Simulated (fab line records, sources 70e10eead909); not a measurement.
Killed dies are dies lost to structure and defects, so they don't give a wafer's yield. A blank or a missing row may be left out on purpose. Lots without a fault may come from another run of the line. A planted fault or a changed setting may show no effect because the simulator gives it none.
Which tool did it? | flow nand_harc | 12 lots, 34 wafers sampled, at 5 steps of a route of 1302

WHAT THE GAUGES READ, wafer by wafer
NHARC_END_SORT_01.
lot  | measured     | on        | killed_at_array | killed_at_other | killed_at_periphery | killed_dies | killed_open | killed_short
L796 | day 32 04:59 | prober-01 | 152 183         | 0 1             | 8 7                 | 160 191     | 5 3         | 0 5

WHICH TOOL RAN EACH LOT (tool, then ch and the chambers of the sampled wafers, then the start)
lot  | NHARC_A_STAIRCASE_ETCH_201                    | NHARC_A_STAIRCASE_DESCUM_219       | NHARC_A_STAIRCASE_TRIM_220         | NHARC_A_STAIRCASE_ETCH_230
L779 | rie_diel-13 ch 0,1,2, day 15 23:25 or earlier | rie_diel-05 ch 2,3, day 15 23:25   | rie_diel-05 ch 2,3, day 16 00:03   | rie_diel-05 ch 1,2, no start
L778 | rie_diel-05 ch 2,3, day 16 04:02 or earlier   | rie_diel-13 ch 0,2,3, day 16 04:02 | rie_diel-13 ch 0,2,3, day 16 04:08 | rie_diel-13 ch 1,2, no start
L780 | rie_diel-08 ch 1,2,3, day 17 00:04 or earlier | rie_diel-08 ch 0,1, day 17 00:04   | rie_diel-08 ch 1,3, day 17 00:10   | rie_diel-08 ch 0,1, no start
L783 | rie_diel-08 ch 1,2,3, day 18 05:23 or earlier | rie_diel-13 ch 1,2, day 18 05:23   | rie_diel-13 ch 1,3, day 18 05:29   | rie_diel-08 ch 0,2, no start
L785 | rie_diel-08 ch 0,1,3, day 18 05:56 or earlier | rie_diel-13 ch 1,2,3, day 18 05:56 | rie_diel-13 ch 0,2,3, day 18 06:04 | rie_diel-13 ch 0,1,3, no start
L784 | rie_diel-13 ch 1,2,3, day 18 06:09 or earlier | rie_diel-13 ch 0,1,2, day 18 06:09 | rie_diel-13 ch 1,2,3, day 18 06:16 | rie_diel-08 ch 0,2,3, no start
L786 | rie_diel-08 ch 0,2,3, day 19 06:07 or earlier | rie_diel-05 ch 1,2,3, day 19 06:07 | rie_diel-05 ch 0,3, day 19 06:12   | rie_diel-05 ch 2,3, no start
L787 | rie_diel-08 ch 0,1, day 19 11:07 or earlier   | rie_diel-08 ch 1,2,3, day 19 11:07 | rie_diel-08 ch 0,2,3, day 19 11:11 | rie_diel-13 ch 1,2,3, no start
L789 | rie_diel-08 ch 1,3, day 20 18:58 or earlier   | rie_diel-13 ch 0,1, day 20 18:58   | rie_diel-13 ch 0,1,2, day 20 19:04 | rie_diel-05 ch 1,2,3, no start
L790 | rie_diel-08 ch 0,1, day 21 03:57 or earlier   | rie_diel-13 ch 0,2,3, day 21 03:57 | rie_diel-13 ch 1,3, day 21 04:02   | rie_diel-08 ch 1,3, no start
L795 | rie_diel-13 ch 2, day 23 04:05 or earlier     | rie_diel-13 ch 2,3, day 23 04:05   | rie_diel-13 ch 1,2, day 23 04:11   | rie_diel-05 ch 0,1, no start
L796 | rie_diel-13 ch 1,2, day 24 01:12 or earlier   | rie_diel-13 ch 2,3, day 24 01:12   | rie_diel-13 ch 1, day 24 01:17     | rie_diel-05 ch 1,2, day 32 04:59 or earlier
- NHARC_A_STAIRCASE_ETCH_201: etches the open film in C4F8/O2, target depth 100 nm, time 40.5 s.
- NHARC_A_STAIRCASE_DESCUM_219: chemistry O2, time 3 s.
- NHARC_A_STAIRCASE_TRIM_220: chemistry O2, time 211.2 s.
- NHARC_A_STAIRCASE_ETCH_230: etches the open film in C4F8/O2, target depth 100 nm, time 40.5 s.

WHAT THE TOOLS THEMSELVES READ (means of the sampled wafers that have a number; where no wafer has one, the mark that the record gives instead)
NHARC_A_STAIRCASE_ETCH_201.
lot  | tool        | chamber_pressure_mTorr (mTorr) | oes_product_au (a.u.) | rf_fwd_power_W (W) | rf_vpp_V (V)
L779 | rie_diel-13 | 24.991                         | 0.933                 | 590.7              | 899
L778 | rie_diel-05 | 25.011                         | 0.944                 | 590.0              | 894
L780 | rie_diel-08 | 24.985                         | 0.949                 | 589.5              | 903
L783 | rie_diel-08 | 25.020                         | 0.940                 | 589.8              | 903
L785 | rie_diel-08 | 25.016                         | 0.946                 | 591.2              | 898
L784 | rie_diel-13 | 24.998                         | 0.945                 | 591.0              | 898
L786 | rie_diel-08 | 25.008                         | 0.936                 | 589.9              | 899
L787 | rie_diel-08 | 24.989                         | 0.949                 | 590.2              | 897
L789 | rie_diel-08 | 25.016                         | 0.951                 | 588.0              | 899
L790 | rie_diel-08 | 25.016                         | 0.941                 | 591.6              | 896
L795 | rie_diel-13 | 24.980                         | 0.948                 | 591.5              | 905
L796 | rie_diel-13 | 24.996                         | 0.949                 | 588.5              | 904

NHARC_A_STAIRCASE_DESCUM_219.
lot  | tool        | chamber_pressure_mTorr (mTorr) | drypump_motor_current_A (A) | oes_product_au (a.u.) | rf_vpp_V (V) | showerhead_plenum_p_Torr (Torr) | throttle_valve_pct (%)
L779 | rie_diel-05 | 59.98                          | 5.9                         | 1.012                 | 57.2         | 1.88                            | 11.307
L778 | rie_diel-13 | 59.99                          | 5.7                         | 0.995                 | 58.4         | 1.89                            | 11.309
L780 | rie_diel-08 | 60.06                          | 6.2                         | 1.005                 | 59.0         | 2.00                            | 11.317
L783 | rie_diel-13 | 59.99                          | 6.3                         | 1.016                 | 58.2         | 2.04                            | 11.314
L785 | rie_diel-13 | 59.98                          | 6.1                         | 1.001                 | 56.8         | 1.96                            | 11.315
L784 | rie_diel-13 | 59.98                          | 6.0                         | 1.012                 | 57.5         | 1.96                            | 11.311
L786 | rie_diel-05 | 60.02                          | 6.0                         | 0.994                 | 58.1         | 1.93                            | 11.314
L787 | rie_diel-08 | 60.04                          | 5.8                         | 1.006                 | 58.3         | 2.01                            | 11.312
L789 | rie_diel-13 | 60.01                          | 5.9                         | 1.000                 | 58.1         | 1.88                            | 11.309
L790 | rie_diel-13 | 59.98                          | 5.8                         | 1.002                 | 57.9         | 1.87                            | 11.317
L795 | rie_diel-13 | 59.93                          | 5.8                         | 1.000                 | 58.5         | 1.91                            | 11.306
L796 | rie_diel-13 | 60.00                          | 5.8                         | 0.999                 | 58.6         | 1.91                            | 11.306

NHARC_A_STAIRCASE_TRIM_220.
lot  | tool        | chamber_pressure_mTorr (mTorr) | drypump_motor_current_A (A) | oes_product_au (a.u.) | rf_vpp_V (V) | showerhead_plenum_p_Torr (Torr) | throttle_valve_pct (%)
L779 | rie_diel-05 | 59.99                          | 5.9                         | 1.006                 | 57.6         | 3.48                            | 17.039
L778 | rie_diel-13 | 60.02                          | 5.7                         | 0.999                 | 58.5         | 3.48                            | 17.035
L780 | rie_diel-08 | 59.98                          | 5.6                         | 1.004                 | 58.2         | 3.62                            | 17.040
L783 | rie_diel-13 | 60.00                          | 6.1                         | 1.007                 | 57.5         | 3.45                            | 17.029
L785 | rie_diel-13 | 59.96                          | 5.8                         | 0.999                 | 58.2         | 3.47                            | 17.035
L784 | rie_diel-13 | 59.96                          | 6.1                         | 1.009                 | 59.3         | 3.60                            | 17.034
L786 | rie_diel-05 | 60.01                          | 5.8                         | 1.010                 | 58.0         | 3.70                            | 17.035
L787 | rie_diel-08 | 59.98                          | 5.7                         | 1.003                 | 58.2         | 3.60                            | 17.037
L789 | rie_diel-13 | 59.97                          | 6.0                         | 1.006                 | 58.4         | 3.60                            | 17.045
L790 | rie_diel-13 | 60.07                          | 6.4                         | 1.014                 | 57.8         | 3.58                            | 17.042
L795 | rie_diel-13 | 60.02                          | 6.2                         | 0.923                 | 58.0         | 3.73                            | 17.034
L796 | rie_diel-13 | 60.04                          | 6.6                         | 0.839                 | 57.1         | 3.71                            | 17.032

NHARC_A_STAIRCASE_ETCH_230.
lot  | tool        | chamber_pressure_mTorr (mTorr) | oes_product_au (a.u.) | rf_fwd_power_W (W) | rf_vpp_V (V)
L779 | rie_diel-05 | 25.002                         | 0.940                 | 592.6              | 901
L778 | rie_diel-13 | 24.994                         | 0.959                 | 589.7              | 905
L780 | rie_diel-08 | 25.020                         | 0.960                 | 590.4              | 901
L783 | rie_diel-08 | 25.017                         | 0.968                 | 589.6              | 898
L785 | rie_diel-13 | 24.994                         | 0.950                 | 592.1              | 893
L784 | rie_diel-08 | 25.000                         | 0.951                 | 588.1              | 899
L786 | rie_diel-05 | 24.997                         | 0.944                 | 590.1              | 894
L787 | rie_diel-13 | 24.988                         | 0.966                 | 588.6              | 899
L789 | rie_diel-05 | 25.005                         | 0.938                 | 591.2              | 897
L790 | rie_diel-08 | 25.005                         | 0.966                 | 585.6              | 899
L795 | rie_diel-05 | 25.002                         | 0.977                 | 590.8              | 905
L796 | rie_diel-05 | 25.001                         | 0.970                 | 592.9              | 898

THE ANSWER, worked out from the rows above alone
Rule: what is usual is taken from the lots themselves. Put in order of their means at a reading, lots are off if they are a third of the lots or fewer, leave a main group of 4 or more, and stand apart from it by a gap of 3 or more times the standard deviation of the main group's means; of several such gaps the widest counts. A main group whose means are all the same, to the digits that the tables above print for the reading, isn't used. A lot without any number at a reading at which 4 lots or more have one is off too. The other lots that the step has rows for count as sound. The gauges are gone through in route order, then the tools' own readings, and for those a lot's mean is taken as printed above. The first step at which some lot is off is used, and at that step the reading that is off furthest; a lot without a number counts as furthest.
Off: L795, L796, at NHARC_A_STAIRCASE_TRIM_220 (oes_product_au). The main group: mean 1.006 a.u., standard deviation 0.0045.
A tool fits if, at that step or a process step before it, it ran every lot that is off, and no sound lot after the first of them. NHARC_A_STAIRCASE_ETCH_201 gives no start for some lots, so the hours and the order of its lots are those of NHARC_A_STAIRCASE_DESCUM_219. One fits: rie_diel-13 at NHARC_A_STAIRCASE_ETCH_201 and NHARC_A_STAIRCASE_DESCUM_219 and NHARC_A_STAIRCASE_TRIM_220. At NHARC_A_STAIRCASE_ETCH_201 its last sound lot is L784 (day 18 06:09), its first lot that is off L795 (day 23 04:05): a fault that began between those two fits.

WHAT THE SIMULATOR HAD PUT IN
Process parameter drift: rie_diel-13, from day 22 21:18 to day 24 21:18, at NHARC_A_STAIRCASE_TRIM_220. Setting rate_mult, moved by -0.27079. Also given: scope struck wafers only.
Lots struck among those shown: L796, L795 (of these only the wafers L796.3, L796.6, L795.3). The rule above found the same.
